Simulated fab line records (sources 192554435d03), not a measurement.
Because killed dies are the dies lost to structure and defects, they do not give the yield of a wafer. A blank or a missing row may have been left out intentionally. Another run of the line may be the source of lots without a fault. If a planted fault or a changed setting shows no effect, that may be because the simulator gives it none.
fab line records | flow n5-finfet
record: lots: 11 wafers: 31 last-day: 17
route steps=1938 shown BEOL_M5@1189 BEOL_M6@1211 PASSIVATION@1936
lots with no fault: from the same line, run without faults
start-h: hours from the record's opening day to when the first of the lot's shown wafers began | wait-h: hours from the lot's prior step to this one | " as in the row above | L1.1+2: several wafers, shown together as one row | - either no value or no given start | * or withheld: withheld | < > ~ a bound
route shown NAME@n: names a module that has steps shown in the file, with the first one's number in the route | usual: the fault-free wafers' mean and standard deviation | same: alike in all rows | chamber/n: place in a boat | sites: per-site readings | _std_site: standard deviation across them | _edge_site: mean of outer sites minus mean of inner sites | radius-mm: how far each site lies from the wafer's centre | mask NAME#n: copy n | behind: the last tool/chamber to shape the wafer | hold: why the lot went on hold/how many hours it stayed there/how the hold came to an end | device: the transistor (n, p or np) that didn't switch | end of line: the route-end tests of the same wafers | step lacking rows: just its recipe | killed: count of dies lost to structure and defects at first sort (not the wafer's yield) | map: a wafer's dies, x killed, . not, _ none there
set.NAME: the setting as run; set.NAME@STEP: as run at that earlier step | model.NAME: the simulator's own value behind a step, which no gauge read
one table for each step of the route and one row for each wafer, over a sample of lots
services: when a tool's chamber went out of use (start-h, in hours from the record's first day, below 0 if earlier), for how many hours, and the reason
== steps ==
step: N5_BEOL_M5_CO_CAP_78
recipe: material: Co target-thk-a: 20 temp-c: 200 precursor: CCTBA/H2 pressure-torr: 30 time-s: 102.1
usual: heater-power-w: 258/22
columns lot.wafer tool chamber start-h wait-h heater-power-w
L913.2 cvd-co-02 0 190.67 0.0 236
L913.3 " 2 " " 260
L913.5 " 0 " " 233
L920.2 cvd-co-02 1 214.93 0.0 263
L920.3 " 2 " " 258
L920.5 " 2 " " 258
L919.1 cvd-co-01 1 219.60 0.0 230
L919.3 " 2 " " 259
L919.5 " 0 " " 296
L922.4 cvd-co-01 2 242.71 0.0 252
L922.5 " 0 " " 301
L929.1 cvd-co-01 0 270.55 0.0 294
L929.2 " 2 " " 254
L929.5 " 1 " " 230
L930.2 cvd-co-01 2 274.71 0.0 262
L930.3 " 1 " " 232
L930.4 " 2 " " 257
L932.2 cvd-co-01 0 295.29 0.0 287
L932.4 " 0 " " 293
L932.5 " 1 " " 230
L931.2 cvd-co-01 2 295.55 0.0 259
L931.5 " 0 " " 296
L931.6 " 2 " " 256
L934.1 cvd-co-01 2 305.28 0.0 257
L934.3 " 1 " " 237
L934.4 " 2 " " 256
L935.1 cvd-co-02 1 310.95 0.0 254
L935.3 " 0 " " 234
L935.4 " 1 " " 260
L936.5 cvd-co-02 0 313.65 0.0 238
L936.6 " 1 " " 256
step: N5_BEOL_M6_ETCH_61
recipe: chemistry: CF4 target: SiARC target-depth-a: 455 mask-material: CAR-ArF time-s: 75.8 ion-energy-ev: 80 pressure-mtorr: 40 source-w: 545 bias-w: 36 Ar_flow_sccm: 100 cf4-flow-sccm: 100 ends: cleared
usual: drypump-motor-current-A: 5.7/0.59 etch-rf-on-time-s: 75.1/2.3 oes-product-au: 0.70/0.084 rf-fwd-power-W: 539.7/1.9 rf-vpp-V: 184.2/1.2 showerhead-plenum-p-Torr: 2.16/0.071 throttle-valve-pct: 15.64/0.23
columns lot.wafer tool chamber start-h wait-h drypump-motor-current-A etch-rf-on-time-s oes-product-au rf-fwd-power-W rf-hours-counter-h rf-vpp-V showerhead-plenum-p-Torr throttle-valve-pct
L913.2 rie-diel-04 1 194.58 0.0 5.9 72.5 0.60 540.5 244 185.8 2.20 16.24
L913.3 " 0 " " 6.7 76.1 0.63 541.2 190 184.4 2.22 15.72
L913.5 " 3 " " 6.2 78.5 0.64 539.7 - 182.9 2.07 15.89
L920.2 rie-diel-04 0 218.04 0.0 6.7 74.6 0.63 542.0 197 184.3 2.21 15.74
L920.3 " 3 " " 6.2 77.7 0.64 540.7 138 183.4 2.07 15.90
L920.5 " 0 " " 6.7 75.2 0.62 541.9 - 185.2 2.22 15.72
L919.1 rie-diel-04 2 221.98 0.0 5.7 76.9 0.79 540.9 15 182.5 2.09 15.41
L919.3 " 0 " " 6.6 74.3 0.62 538.8 200 187.2 2.21 15.73
L919.5 " 2 " " 5.7 48.3 1.04 538.4 - 183.6 2.08 15.42
L922.4 rie-diel-04 3 245.48 0.0 6.2 76.7 0.63 539.0 149 182.0 2.07 15.93
L922.5 " 2 " " 5.7 48.3 1.02 536.5 - 183.6 2.08 15.43
L929.1 rie-diel-06 2 274.29 0.0 5.1 76.8 0.65 542.1 123 185.9 2.27 15.55
L929.2 " 3 " " 5.9 76.8 0.65 538.3 131 184.7 2.14 15.63
L929.5 " 3 " " 5.9 76.8 0.65 539.6 - 185.0 2.14 15.65
L930.2 rie-diel-05 2 276.14 0.0 5.3 74.9 0.70 538.5 87 183.4 2.14 15.22
L930.3 " 1 " " 5.3 71.7 0.77 535.4 37 185.8 2.25 15.62
L930.4 " 0 " " 4.8 69.4 0.83 540.0 - 184.9 2.27 15.48
L932.2 rie-diel-06 3 298.81 0.0 5.9 75.7 0.64 540.7 139 184.1 2.14 15.66
L932.4 " 0 " " 6.2 74.2 0.78 534.9 21 183.8 2.10 15.60
L932.5 " 0 " " 6.2 74.0 0.78 538.2 - 183.5 2.10 15.59
L931.2 rie-diel-05 1 299.25 0.0 5.3 73.1 0.76 537.9 47 186.1 2.25 15.62
L931.5 " 1 " " 5.3 72.0 0.76 540.4 - 184.4 2.25 15.62
L931.6 " 2 " " 5.3 75.3 0.68 539.4 - 184.0 2.14 15.24
L934.1 rie-diel-05 2 307.58 0.0 5.3 76.0 0.67 539.8 104 185.3 2.14 15.27
L934.3 " 1 " " 5.3 72.5 0.75 538.7 53 187.1 2.25 15.62
L934.4 " 1 " " 5.3 72.4 0.75 539.4 - 185.7 2.25 15.62
L935.1 rie-diel-04 3 316.29 0.0 6.2 78.0 0.62 538.2 175 183.7 2.06 15.97
L935.3 " 2 " " 5.7 77.6 0.72 539.7 53 183.1 2.07 15.48
L935.4 " 1 " " 5.9 71.6 0.78 538.0 30 184.0 2.18 15.77
L936.5 rie-diel-04 3 316.58 0.0 6.2 77.8 0.61 541.7 - 184.5 2.06 15.98
L936.6 " 0 " " 6.7 75.5 0.60 537.3 - 185.4 2.20 15.80
step: N5_BEOL_M6_HM_OPEN_17
recipe: chemistry: Cl2/BCl3 target-depth-a: 200 overetch-a: 60 target: TiN mask-material: SOC ion-energy-ev: 150 pressure-mtorr: 10 icp-w: 1000 bias-w: 126 Cl2_flow_sccm: 53.25 bcl3-flow-sccm: 21.75 Ar_flow_sccm: 25
usual: drypump-motor-current-A: 5.8/0.42 oes-product-au: 0.69/0.068 rf-fwd-power-W: 992/3.6 throttle-valve-pct: 21.95/0.15
columns lot.wafer tool chamber start-h wait-h drypump-motor-current-A oes-product-au rf-fwd-power-W rf-hours-counter-h throttle-valve-pct
L913.2 rie-metal-01 1 194.83 0.0 5.5 0.80 983 2 21.92
L913.3 " 1 " " 5.5 0.80 986 - 21.91
L913.5 " 0 " " 5.9 0.63 992 - 21.94
L920.2 rie-metal-02 1 218.28 0.0 5.8 0.73 998 18 21.97
L920.3 " 1 " " 5.8 0.72 997 - 21.97
L920.5 " 1 " " 5.8 0.72 998 - 21.95
L919.1 rie-metal-03 1 222.22 0.0 5.7 0.54 993 118 22.40
L919.3 " 0 " " 5.3 0.72 993 - 21.87
L919.5 " 0 " " 5.3 0.73 994 - 21.84
L922.4 rie-metal-03 0 245.75 0.1 5.3 0.72 994 - 21.86
L922.5 " 1 " " 5.6 0.54 993 - 22.41
L929.1 rie-metal-03 0 274.53 0.0 5.3 0.72 990 25 21.85
L929.2 " 0 " " 5.3 0.70 993 - 21.89
L929.5 " 0 " " 5.4 0.71 993 - 21.87
L930.2 rie-metal-02 1 276.38 0.0 5.8 0.70 998 24 21.97
L930.3 " 1 " " 5.8 0.70 995 - 21.99
L930.4 " 0 " " 6.6 0.69 989 - 21.82
L932.2 rie-metal-02 0 299.06 0.0 6.6 0.69 993 35 21.81
L932.4 " 0 " " 6.6 0.68 991 - 21.82
L932.5 " 0 " " 6.6 0.68 994 - 21.82
L931.2 rie-metal-01 1 299.50 0.0 5.5 0.74 991 11 21.93
L931.5 " 1 " " 5.6 0.74 995 - 21.93
L931.6 " 0 " " 5.8 0.62 990 - 21.96
L934.1 rie-metal-03 1 307.82 0.0 5.7 0.86 988 0 22.11
L934.3 " 1 " " 5.6 0.86 991 - 22.13
L934.4 " 0 " " 5.3 0.71 991 - 21.90
L935.1 rie-metal-01 1 316.53 0.0 5.5 0.73 989 13 21.96
L935.3 " 0 " " 5.9 0.63 985 - 21.97
L935.4 " 1 " " 5.5 0.74 991 - 21.92
L936.5 rie-metal-02 0 316.85 0.1 6.6 0.69 986 - 21.82
L936.6 " 1 " " 5.8 0.70 995 - 21.99
step: N5_BEOL_M6_STRIP_19
recipe: chemistry: O2 power-w: 400 temp-c: 40 pressure-mtorr: 30 rf-frequency-hz: 6e+07 bias-power-w: 0 overash-fraction: 0.2 o2-flow-sccm: 225
usual: drypump-motor-current-A: 5.6/0.59 oes-product-au: 0.81/0.092 rf-vpp-V: 3.6/0.57 showerhead-plenum-p-Torr: 2.12/0.077 throttle-valve-pct: 16.66/0.17
columns lot.wafer tool chamber start-h wait-h drypump-motor-current-A oes-product-au rf-hours-counter-h rf-vpp-V showerhead-plenum-p-Torr throttle-valve-pct
L913.2 rie-diel-05 1 194.94 0.1 5.3 0.96 4 3.9 2.22 16.59
L913.3 " 2 " " 5.3 0.87 54 3.3 2.13 16.34
L913.5 " 2 " " 5.3 0.87 - 3.2 2.13 16.34
L920.2 rie-diel-06 1 218.39 0.1 4.8 0.69 222 2.3 2.04 16.75
L920.3 " 2 " " 5.1 0.79 104 3.6 2.23 16.52
L920.5 " 3 " " 5.9 0.81 - 4.6 2.11 16.70
L919.1 rie-diel-06 3 222.33 0.1 5.8 0.80 113 3.5 2.11 16.69
L919.3 " 2 " " 5.1 0.77 106 3.1 2.22 16.54
L919.5 " 1 " " 4.8 0.69 - 2.5 2.04 16.75
L922.4 rie-diel-04 3 245.84 0.1 6.2 0.76 150 3.5 2.00 16.95
L922.5 " 3 " " 6.2 0.75 - 4.2 2.00 16.94
L929.1 rie-diel-06 2 274.74 0.2 5.1 0.77 123 3.8 2.22 16.57
L929.2 " 3 " " 5.8 0.77 131 3.8 2.10 16.72
L929.5 " 2 " " 5.1 0.77 - 4.0 2.22 16.55
L930.2 rie-diel-06 0 276.50 0.1 6.2 0.93 15 3.0 2.04 16.58
L930.3 " 1 " " 4.8 0.68 242 4.0 2.04 16.78
L930.4 " 3 " " 5.9 0.78 132 3.4 2.10 16.72
L932.2 rie-diel-04 1 299.18 0.1 5.8 0.91 21 3.3 2.16 16.96
L932.4 " 0 " " 6.7 0.70 226 3.0 2.14 16.69
L932.5 " 0 " " 6.7 0.70 - 3.4 2.14 16.67
L931.2 rie-diel-06 0 299.66 0.1 6.2 0.91 22 3.6 2.04 16.59
L931.5 " 1 " " 4.8 0.67 - 3.8 2.03 16.80
L931.6 " 2 " " 5.1 0.75 - 3.3 2.22 16.58
L934.1 rie-diel-04 0 308.00 0.2 6.7 0.69 231 4.0 2.13 16.69
L934.3 " 1 " " 5.9 0.91 25 4.9 2.16 16.94
L934.4 " 2 " " 5.7 0.88 49 3.2 2.03 16.54
L935.1 rie-diel-05 1 316.77 0.2 5.3 0.85 57 3.1 2.20 16.68
L935.3 " 2 " " 5.3 0.80 - 3.5 2.11 16.45
L935.4 " 1 " " 5.3 0.84 - 3.6 2.20 16.69
L936.5 rie-diel-06 2 317.14 0.3 5.1 0.74 - 3.4 2.21 16.59
L936.6 " 3 " " 5.9 0.76 - 3.8 2.10 16.76
step: N5_PASSIVATION_PROBE_49
usual: defect-limited-yield: 91.4/1.5 killed_at_M0_to_M3: 36/11 killed_at_M4_up: 14/6 killed-at-contacts: 11/6 killed-at-front-end: 37/11 killed-at-other: 4/3.4 killed-dies: 102/18 killed-open: 66/13 killed-short: 34/7.8 sort_bin_5_function: 5.0/0.97 sort_bin_6_memory: 3.2/0.7 sort_bin_8_speed: 0.0/0.38 sort-n-pass: 1078/19 sort-yield-pct: 91.3/1.6
same: gross-dies: 1180 killed-at-back-side: 0 sort_bin_4_leakage[%]: 0
columns lot.wafer tool chamber start-h wait-h defect-limited-yield[%] killed_at_M0_to_M3 killed_at_M4_up killed-at-contacts killed-at-front-end killed-at-other killed-dies killed-open killed-short sort_bin_5_function[%] sort_bin_6_memory[%] sort_bin_8_speed[%] sort-n-pass sort-yield-pct[%]
L913.2 prober-02 - 281.74 0.1 90.3 43 23 18 29 2 115 83 30 5.8 3.6 0 1065 90.3
L913.3 prober-02 - 281.79 0.1 90.7 38 16 5 45 6 110 71 35 5.7 3.5 0 1070 90.7
L913.5 prober-02 - 281.89 0.2 92.3 28 13 5 41 4 91 61 27 4.3 3.1 0 1089 92.3
L920.2 prober-01 - 306.32 0.1 90.9 41 20 20 26 0 107 76 30 6.0 2.8 0 1073 90.9
L920.3 prober-01 - 306.37 0.1 91.6 38 28 5 26 2 99 76 19 5.3 2.9 0 1081 91.6
L920.5 prober-01 - 306.47 0.2 93.2 23 9 14 31 3 80 56 23 4.1 2.4 0 1100 93.2
L919.1 prober-02 - 313.20 0.0 90.8 40 8 16 42 2 108 66 40 6.0 3.1 0 1072 90.8
L919.3 prober-02 - 313.30 0.1 90.4 41 9 19 37 7 113 78 33 4.9 4.3 0 1067 90.4
L919.5 prober-02 - 313.40 0.2 90.2 41 15 18 41 1 116 89 25 5.9 3.5 0 1064 90.2
L922.4 prober-02 - 332.58 0.2 91.5 52 15 7 21 5 100 68 31 5.0 3.3 0 1080 91.5
L922.5 prober-02 - 332.63 0.2 93.1 42 8 8 21 3 82 59 20 4.2 2.6 0 1098 93.1
L929.1 prober-02 - 358.91 0.6 91.6 21 9 6 59 4 99 67 32 5.8 2.5 0 1081 91.6
L929.2 prober-02 - 358.96 0.7 89.4 42 19 12 43 9 125 84 41 5.9 4.2 0 1055 89.4
L929.5 prober-02 - 359.11 0.8 88.6 43 7 18 54 12 134 98 36 6.9 4.5 0 1046 88.6
L930.2 prober-01 - 363.62 0.1 91.3 42 17 7 34 3 103 55 45 5.4 2.9 0 1077 91.3
L930.3 prober-01 - 363.67 0.1 91.4 28 9 9 53 2 101 60 41 6.0 2.1 0 1079 91.4
L930.4 prober-01 - 363.72 0.2 93.1 30 10 7 34 0 81 56 24 3.6 2.8 0 1099 93.1
L932.2 prober-02 - 390.76 0.1 93.1 15 9 4 43 10 81 37 28 3.7 2.2 0 1099 93.1
L932.4 prober-02 - 390.86 0.2 95.1 16 10 3 26 3 58 34 24 3.1 1.7 0 1122 95.1
L932.5 prober-02 - 390.91 0.2 93.2 28 10 10 27 5 80 45 33 3.9 2.7 0 1100 93.2
L934.1 prober-01 - 395.07 0.0 91.0 23 16 13 54 0 106 71 33 5.5 3.4 0 1074 91.0
L934.3 prober-01 - 395.17 0.1 93.6 20 13 12 29 1 75 50 23 3.9 2.0 0 1105 93.6
L934.4 prober-01 - 395.22 0.2 91.5 37 7 16 37 3 100 68 32 5.4 2.3 0 1080 91.5
L931.2 prober-02 - 395.51 0.1 88.9 43 10 15 58 5 131 80 50 6.8 3.7 0 1049 88.9
L931.5 prober-02 - 395.66 0.2 91.2 28 14 19 38 5 104 69 32 5.6 2.8 2.3 1049 88.9
L931.6 prober-02 - 395.71 0.3 89.4 51 13 11 46 4 125 90 35 6.4 3.9 0 1055 89.4
L935.1 prober-02 - 400.07 0.0 92.3 20 14 12 43 2 91 57 33 4.7 2.5 0 1089 92.3
L935.3 prober-02 - 400.17 0.1 90.3 43 19 9 42 2 115 66 42 6.2 3.1 0.1 1065 90.3
L935.4 prober-02 - 400.22 0.2 92.5 22 11 22 28 5 88 57 27 4.0 2.9 0 1092 92.5
L936.5 prober-01 - 401.26 0.2 91.3 39 15 3 45 1 103 62 40 5.4 3.1 0 1077 91.3
L936.6 prober-01 - 401.31 0.3 89.4 64 8 7 46 0 125 72 51 5.8 4.2 0 1055 89.4
killed by level:class
L913.2 MOL_CONTACT_COAG:geometric-particle:open=13 BEOL_M1:geometric-particle:open=13 BEOL_M4:geometric-particle:open=11 STI_FIN_REVEAL:geometric-particle:open=10 BEOL_M0_SAQP:geometric-particle:short=9 BEOL_M3:geometric-particle:open=7 BEOL_M0_SAQP:geometric-particle:open=6 FIN_SAQP:geometric-particle:open=5
L913.3 STI_FIN_REVEAL:geometric-particle:open=13 FIN_SAQP:geometric-particle:open=9 BEOL_M3:geometric-particle:open=7 BEOL_M0_SAQP:geometric-particle:open=6 FIN_SAQP:geometric-particle:short=5 BEOL_M0_SAQP:geometric-particle:short=5 BEOL_M1:geometric-particle:open=5 BEOL_M8:geometric-particle:open=5
L913.5 FIN_SAQP:geometric-particle:open=10 BEOL_M0_SAQP:geometric-particle:open=9 FIN_SAQP:geometric-particle:short=6 STI_FIN_REVEAL:geometric-particle:open=5 GATE_CUT:geometric-particle:short=5 BEOL_M3:geometric-particle:open=5 BEOL_M4:geometric-particle:open=5 STARTING-WAFER:geometric-particle:short=4
L920.2 MOL_CONTACT_COAG:geometric-particle:open=18 BEOL_M1:geometric-particle:open=10 BEOL_M4:geometric-particle:open=10 BEOL_M2:geometric-particle:open=9 FIN_SAQP:geometric-particle:short=7 BEOL_M1:geometric-particle:short=6 STI_FIN_REVEAL:geometric-particle:open=5 BEOL_M0_SAQP:geometric-particle:short=4
L920.3 BEOL_M4:geometric-particle:open=16 BEOL_M3:geometric-particle:open=12 BEOL_M1:geometric-particle:open=9 BEOL_M0_SAQP:geometric-particle:open=8 DUMMY_GATE:geometric-particle:open=6 BEOL_M5:geometric-particle:open=5 FIN_SAQP:geometric-particle:short=4 MOL_CONTACT_COAG:geometric-particle:open=4
L920.5 MOL_CONTACT_COAG:geometric-particle:open=11 BEOL_M3:geometric-particle:open=6 DUMMY_GATE:geometric-particle:open=5 BEOL_M0_SAQP:geometric-particle:open=5 BEOL_M4:geometric-particle:open=5 STI_FIN_REVEAL:geometric-particle:open=4 GATE_CUT:geometric-particle:short=4 BEOL_M2:geometric-particle:open=4
L919.1 MOL_CONTACT_COAG:geometric-particle:open=13 BEOL_M3:geometric-particle:open=11 BEOL_M0_SAQP:geometric-particle:short=11 FIN_SAQP:geometric-particle:open=9 STI_FIN_REVEAL:geometric-particle:open=7 BEOL_M0_SAQP:geometric-particle:open=5 BEOL_M1:geometric-particle:open=5 STI_FIN_REVEAL:geometric-particle:short=4
L919.3 FIN_SAQP:geometric-particle:open=17 MOL_CONTACT_COAG:geometric-particle:open=14 BEOL_M1:geometric-particle:open=11 BEOL_M3:geometric-particle:open=7 BEOL_M0_SAQP:geometric-particle:open=6 BEOL_M2:geometric-particle:open=6 MOL_CONTACT_COAG:geometric-particle:short=5 BEOL_M0_SAQP:geometric-particle:short=5
L919.5 MOL_CONTACT_COAG:geometric-particle:open=16 FIN_SAQP:geometric-particle:open=12 BEOL_M3:geometric-particle:open=12 FIN_SAQP:geometric-particle:short=9 BEOL_M4:geometric-particle:open=8 BEOL_M0_SAQP:geometric-particle:open=8 BEOL_M2:geometric-particle:open=8 STI_FIN_REVEAL:geometric-particle:open=6
L922.4 BEOL_M0_SAQP:geometric-particle:open=13 BEOL_M0_SAQP:geometric-particle:short=12 MOL_CONTACT_COAG:geometric-particle:open=7 FIN_SAQP:geometric-particle:open=6 BEOL_M1:geometric-particle:open=6 BEOL_M2:geometric-particle:open=6 FIN_SAQP:geometric-particle:short=5 BEOL_M0:geometric-particle:open=4
L922.5 BEOL_M0_SAQP:geometric-particle:open=15 BEOL_M0_SAQP:geometric-particle:short=8 BEOL_M3:geometric-particle:open=8 MOL_CONTACT_COAG:geometric-particle:open=6 BEOL_M0:geometric-particle:open=4 STARTING-WAFER:geometric-particle:open=4 DUMMY_GATE:geometric-particle:open=3 FIN_SAQP:geometric-particle:open=2
L929.1 FIN_SAQP:geometric-particle:open=15 STI_FIN_REVEAL:geometric-particle:open=11 FIN_SAQP:geometric-particle:short=9 DUMMY_GATE:geometric-particle:open=7 BEOL_M0_SAQP:geometric-particle:short=7 BEOL_M4:geometric-particle:open=7 MOL_CONTACT_COAG:geometric-particle:open=6 BEOL_M0_SAQP:geometric-particle:open=5
L929.2 FIN_SAQP:geometric-particle:open=19 BEOL_M0_SAQP:geometric-particle:open=17 BEOL_M0_SAQP:geometric-particle:short=16 BEOL_M4:geometric-particle:open=12 FIN_SAQP:geometric-particle:short=10 MOL_CONTACT_COAG:geometric-particle:open=10 STI_FIN_REVEAL:geometric-particle:open=6 PASS1_CAP:geometric-particle:open=4
L929.5 FIN_SAQP:geometric-particle:open=18 MOL_CONTACT_COAG:geometric-particle:open=16 STI_FIN_REVEAL:geometric-particle:open=12 BEOL_M2:geometric-particle:open=12 FIN_SAQP:geometric-particle:short=8 BEOL_M0_SAQP:geometric-particle:short=8 BEOL_M0_SAQP:geometric-particle:open=7 BEOL_M1:geometric-particle:open=6
L930.2 BEOL_M1:geometric-particle:open=13 GATE_CUT:geometric-particle:short=8 BEOL_M4:geometric-particle:short=8 GATE_CUT:geometric-particle:open=7 BEOL_M0_SAQP:geometric-particle:short=7 BEOL_M0_SAQP:geometric-particle:open=6 MOL_CONTACT_COAG:geometric-particle:open=5 BEOL_M1:geometric-particle:short=5
L930.3 BEOL_M2:geometric-particle:open=8 FIN_SAQP:geometric-particle:short=7 GATE_CUT:geometric-particle:short=7 GATE_CUT:geometric-particle:open=6 MOL_CONTACT_COAG:geometric-particle:open=5 BEOL_M1:geometric-particle:open=5 MOL_CONTACT_COAG:geometric-particle:short=4 BEOL_M4:geometric-particle:open=4
L930.4 BEOL_M3:geometric-particle:open=15 STI_FIN_REVEAL:geometric-particle:open=10 GATE_CUT:geometric-particle:open=6 GATE_CUT:geometric-particle:short=5 MOL_CONTACT_COAG:geometric-particle:open=5 FIN_SAQP:geometric-particle:open=4 DUMMY_GATE:geometric-particle:open=2 ILD0:geometric-particle:short=2
L932.2 FIN_SAQP:geometric-particle:open=9 HKMG_FIN:area-etch=7 ILD0:geometric-particle:short=5 BEOL_M4:geometric-particle:open=5 FIN_SAQP:geometric-particle:short=4 PASSIVATION:area-etch=4 DUMMY_GATE:geometric-particle:open=3 ILD0:geometric-particle:open=3
L932.4 DUMMY_GATE:geometric-particle:open=8 FIN_SAQP:geometric-particle:short=6 BEOL_M1:geometric-particle:short=5 BEOL_M2:geometric-particle:open=5 BEOL_M4:geometric-particle:open=4 FIN_SAQP:geometric-particle:open=3 BEOL_M5:geometric-particle:open=3 GATE_CUT:geometric-particle:short=2
L932.5 DUMMY_GATE:geometric-particle:open=7 MOL_CONTACT_COAG:geometric-particle:open=7 BEOL_M0_SAQP:geometric-particle:short=6 BEOL_M0_SAQP:geometric-particle:open=6 FIN_SAQP:geometric-particle:short=5 BEOL_M1:geometric-particle:open=5 BEOL_M3:geometric-particle:open=4 STARTING-WAFER:geometric-particle:short=4
L934.1 FIN_SAQP:geometric-particle:short=15 FIN_SAQP:geometric-particle:open=13 STI_FIN_REVEAL:geometric-particle:open=12 MOL_CONTACT_COAG:geometric-particle:open=10 BEOL_M4:geometric-particle:open=9 BEOL_M2:geometric-particle:open=8 BEOL_M3:geometric-particle:open=6 BEOL_M0_SAQP:geometric-particle:short=5
L934.3 FIN_SAQP:geometric-particle:open=11 MOL_CONTACT_COAG:geometric-particle:open=8 FIN_SAQP:geometric-particle:short=7 BEOL_M3:geometric-particle:open=6 BEOL_M4:geometric-particle:open=5 MOL_CONTACT_COAG:geometric-particle:short=4 BEOL_M0_SAQP:geometric-particle:short=4 BEOL_M2:geometric-particle:open=4
L934.4 MOL_CONTACT_COAG:geometric-particle:open=15 BEOL_M0_SAQP:geometric-particle:open=15 FIN_SAQP:geometric-particle:open=12 FIN_SAQP:geometric-particle:short=9 BEOL_M0_SAQP:geometric-particle:short=7 BEOL_M1:geometric-particle:open=6 STARTING-WAFER:geometric-particle:short=4 GATE_CUT:geometric-particle:short=3
L931.2 STI_FIN_REVEAL:geometric-particle:open=16 BEOL_M2:geometric-particle:open=15 BEOL_M0_SAQP:geometric-particle:short=11 MOL_CONTACT_COAG:geometric-particle:open=11 FIN_SAQP:geometric-particle:open=8 STARTING-WAFER:geometric-particle:short=7 FIN_SAQP:geometric-particle:short=6 BEOL_M4:geometric-particle:open=6
L931.5 MOL_CONTACT_COAG:geometric-particle:open=13 FIN_SAQP:geometric-particle:open=11 BEOL_M0_SAQP:geometric-particle:short=10 STI_FIN_REVEAL:geometric-particle:open=9 BEOL_M0_SAQP:geometric-particle:open=7 MOL_CONTACT_COAG:geometric-particle:short=6 BEOL_M4:geometric-particle:open=6 STI_FIN_REVEAL:geometric-particle:short=4
L931.6 FIN_SAQP:geometric-particle:open=12 STI_FIN_REVEAL:geometric-particle:open=12 BEOL_M2:geometric-particle:open=12 BEOL_M0_SAQP:geometric-particle:short=11 BEOL_M0_SAQP:geometric-particle:open=10 MOL_CONTACT_COAG:geometric-particle:open=8 BEOL_M1:geometric-particle:open=6 BEOL_M3:geometric-particle:open=6
L935.1 STI_FIN_REVEAL:geometric-particle:open=9 STARTING-WAFER:geometric-particle:short=9 MOL_CONTACT_COAG:geometric-particle:open=8 FIN_SAQP:geometric-particle:open=6 BEOL_M2:geometric-particle:open=5 FIN_SAQP:geometric-particle:short=5 BEOL_M1:geometric-particle:open=5 MOL_CONTACT_COAG:geometric-particle:short=4
L935.3 FIN_SAQP:geometric-particle:short=12 BEOL_M0_SAQP:geometric-particle:short=12 BEOL_M0_SAQP:geometric-particle:open=11 BEOL_M4:geometric-particle:open=8 FIN_SAQP:geometric-particle:open=7 MOL_CONTACT_COAG:geometric-particle:open=7 STARTING-WAFER:geometric-particle:open=6 DUMMY_GATE:geometric-particle:open=5
L935.4 MOL_CONTACT_COAG:geometric-particle:open=18 FIN_SAQP:geometric-particle:open=8 BEOL_M4:geometric-particle:open=7 FIN_SAQP:geometric-particle:short=6 MOL_CONTACT_COAG:geometric-particle:short=4 BEOL_M0_SAQP:geometric-particle:open=4 BEOL_M2:geometric-particle:open=4 BEOL_M0_SAQP:geometric-particle:short=3
L936.5 FIN_SAQP:geometric-particle:short=9 BEOL_M0_SAQP:geometric-particle:short=8 BEOL_M0_SAQP:geometric-particle:open=8 BEOL_M2:geometric-particle:open=8 ILD0:geometric-particle:short=6 STARTING-WAFER:geometric-particle:open=6 FIN_SAQP:geometric-particle:open=5 STI_FIN_REVEAL:geometric-particle:open=5
L936.6 BEOL_M0_SAQP:geometric-particle:short=23 FIN_SAQP:geometric-particle:short=14 BEOL_M0_SAQP:geometric-particle:open=14 FIN_SAQP:geometric-particle:open=9 BEOL_M1:geometric-particle:open=9 DUMMY_GATE:geometric-particle:open=8 BEOL_M2:geometric-particle:open=7 MOL_CONTACT_COAG:geometric-particle:open=6
== services ==
columns tool chamber start-h hours kind
rie-diel-05 1 170.15 - clean
rie-diel-05 1 170.15 - consumable-replace:focus-ring
rie-diel-05 1 170.15 - consumable-replace:showerhead
rie-diel-06 0 197.25 - clean
rie-diel-06 0 197.25 - consumable-replace:focus-ring
rie-diel-06 0 197.25 35.3 scheduled-down
rie-diel-06 0 197.25 35.3 vent-cycle
rie-diel-04 1 214.39 - clean
rie-diel-04 1 214.39 - consumable-replace:focus-ring
rie-diel-04 1 214.39 16.8 scheduled-down
rie-diel-04 1 214.39 16.8 vent-cycle
rie-metal-03 - 228.42 2.8 pm
rie-diel-04 1 235.62 8.8 repair
rie-diel-05 3 239.05 115.1 repair
cvd-co-02 - 263.98 14.6 pm
rie-metal-03 - 264.48 1.2 repair
rie-metal-03 0 269.77 1.1 repair
rie-metal-01 0 279.32 6.2 repair
cvd-co-01 - 285.15 3.3 repair
rie-diel-06 1 300.87 - clean
rie-diel-06 1 300.87 - consumable-replace:focus-ring
rie-diel-06 1 300.87 19.6 scheduled-down
rie-diel-06 1 300.87 19.6 vent-cycle
cvd-co-02 - 307.55 0.7 repair
== key ==
first-sign: step: N5_BEOL_M6_ETCH_61 reading: etch-rf-on-time-s direction: down sigmas: 12 usual: * struck: *
effect: step: N5_BEOL_M6_ETCH_61 reading: oes-product-au direction: up sigmas: 3.9 usual: 0.70 struck: 1.03
met-at N5_BEOL_M6_ETCH_61
struck-lots L919,L922
struck-wafers L919.5,L922.5
not-acting-at N5_BEOL_M5_CO_CAP_78,N5_BEOL_M6_HM_OPEN_17,N5_BEOL_M6_STRIP_19
onset-between 218.04 221.98
fault: kind: process-parameter-drift tool: rie-diel-04 chamber: - onset-h: 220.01 steps: N5_BEOL_M6_ETCH_61 channel: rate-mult offset: 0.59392 shape: step end-h: 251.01 scope: struck-wafers-only
